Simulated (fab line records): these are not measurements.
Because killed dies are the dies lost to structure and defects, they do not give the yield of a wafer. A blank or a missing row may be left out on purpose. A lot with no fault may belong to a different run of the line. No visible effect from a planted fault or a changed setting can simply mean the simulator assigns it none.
Struck lot and sound lot, side by side ; flow n5-finfet ; 16 out of 1938 route steps
Sound: the wafers L674.1, L674.2, L674.4. Wafers L683.2, L683.3, L683.6 were the ones struck. The cause comes at the end.
Order at every step that has rows: each side's tool, ch and its chambers, its first start. Under that, the readings that differ: sound wafers ; struck wafers ; difference of the means ; sigmas: that difference in standard deviations of wafers without a fault.
alike: same words and numbers on both sides, and readings whose means sit less than 2 such deviations apart. not compared: any withheld reading, any reading some wafer has no value for, any bound like >300 that may hide the same value, and any number with overlapping values for which the record gives no deviation.
The two part at a step that has a row with sigmas, a row that says differs or no value, or rows on one side only. When numbers do not overlap yet have no deviation, they are printed without sigmas and do not part them. A reading that every wafer of one side lacks parts them only if that side has two wafers or more.

N5_GATE_CUT_INSPECT_15: inspects for defects (brightfield).
  sound on defect-inspect-02 at day 5 11:47; struck on defect-inspect-01 at day 7 18:13
  alike: raw-defect-count
N5_GATE_CUT_DESCUM_18: chemistry O2, time 7 s.
  sound on rie-diel-05 ch 0,1, day 5 11:49; struck on rie-diel-03 ch 0,1,3, day 7 18:14
  alike: drypump-motor-current-A, oes-product-au, rf-vpp-V, showerhead-plenum-p-Torr, throttle-valve-pct
  not compared: rf-hours-counter-h
then, 1 step without rows for these wafers: N5_GATE_CUT_ETCH_28 (etches underlayer in N2/H2, target depth 13 nm, time 10.4 s).
N5_GATE_CUT_ETCH_36: etches SiARC in CF4, target depth 13 nm, time 21.7 s.
  sound on rie-diel-05 ch 0,1, day 5 11:53; struck on rie-diel-03 ch 0,1,3, day 7 18:18
  alike: drypump-motor-current-A, etch-rf-on-time-s, oes-product-au, rf-fwd-power-W, rf-vpp-V, showerhead-plenum-p-Torr, throttle-valve-pct
  not compared: rf-hours-counter-h
then, 3 steps without rows for these wafers: N5_GATE_CUT_ETCH_37 (etches SOC in N2/H2, target depth 60 nm, overetch 12 nm, time 90 s); N5_GATE_CUT_STRIP_38 (strips in N2/H2); N5_GATE_CUT_STRIP_39 (strips in N2/H2).
N5_GATE_CUT_HM_OPEN_40: chemistry C4F6/O2, target SiO2, target depth 139 nm, time 85.1 s.
  sound on rie-diel-05 ch 0,1, day 5 11:59; struck on rie-diel-03 ch 0,1,3, day 7 18:25
  alike: drypump-motor-current-A, etch-rf-on-time-s, oes-product-au, rf-vpp-V, showerhead-plenum-p-Torr, throttle-valve-pct
  not compared: rf-hours-counter-h
then, 3 steps without rows for these wafers: N5_GATE_CUT_STRIP_41 (strips in CF4); N5_GATE_CUT_STRIP_42 (strips in O2); N5_GATE_CUT_ETCH_19 (etches SiNx in CH3F/O2, target depth 53.7 nm, time 76.7 s).
N5_GATE_CUT_CUT_ETCH_53: etches W in SF6/Cl2, target depth 79.2 nm.
  sound on rie-metal-02 ch 0,1, day 5 12:13; struck on rie-metal-02 ch 0,1, day 7 18:38
  alike: drypump-motor-current-A, etch-rf-on-time-s, oes-product-au, rf-fwd-power-W, throttle-valve-pct
  not compared: rf-hours-counter-h
N5_GATE_CUT_CUT_ETCH_54: etches TiN in Cl2/BCl3, target depth 96.7 nm.
  sound on rie-metal-02 ch 0,1, day 5 12:17; struck on rie-metal-02 ch 0,1, day 7 18:42
reading;sound;struck;difference;sigmas
etch-rf-on-time-s (s);38.1 38.5 38.1;31.7 31.8 31.6;-6.5;-7
rf-fwd-power-W (W);983 979 986;1214 1223 1221;+237;+40
  alike: drypump-motor-current-A, oes-product-au, throttle-valve-pct
  not compared: rf-hours-counter-h
N5_GATE_CUT_CUT_ETCH_55: etches HfO2 in BCl3, target depth 3.2 nm.
  sound on rie-metal-02 ch 0,1, day 5 12:20; struck on rie-metal-02 ch 0,1, day 7 18:46
  alike: drypump-motor-current-A, oes-product-au, rf-fwd-power-W, throttle-valve-pct
  not compared: rf-hours-counter-h
-- the record jumps here: 4 days lie between the struck wafers' starts before and after (it left off in module GATE_CUT and takes up again in module BEOL_M4, whose first step shown is number 1111 of the route) --
N5_BEOL_M4_RC_MEAS_101:
  sound on prober-02 ch 0, day 9 06:02; struck on prober-01 ch 0, day 11 09:58
  alike: DIBL_N, DIBL_P, IOFF_N, IOFF_P, ION_N, ION_P, SS_N, SS_P, VT_N, VT_P
-- here the record skips 6 days between the struck wafers' starts before and after, leaving off in module BEOL_M4 and picking up in module PASSIVATION (first step shown: number 1936 of the route) --
N5_PASSIVATION_PROBE_49:
  sound on prober-01 at day 13 08:47; struck on prober-01 at day 17 04:22
reading;sound;struck;difference;sigmas
killed-at-front-end;47 35 65;24 29 22;-24;-2
sort_bin_6_memory (%);3.5 3.5 4.5;1.9 2.1 2.4;-1.7;-3
  alike: defect-limited-yield, killed_at_M0_to_M3, killed_at_M4_up, killed-at-contacts, killed-at-other, killed-dies, killed-on-rim, killed-open, killed-short, sort_bin_5_function, sort-n-pass, sort-yield-pct

## WHERE THEY PART
At N5_GATE_CUT_CUT_ETCH_54 first; at N5_PASSIVATION_PROBE_49 last (within this record only).

WHY: whatever the simulator had introduced
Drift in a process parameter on rie-metal-02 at N5_GATE_CUT_CUT_ETCH_54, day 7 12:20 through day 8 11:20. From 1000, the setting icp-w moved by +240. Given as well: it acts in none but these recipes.
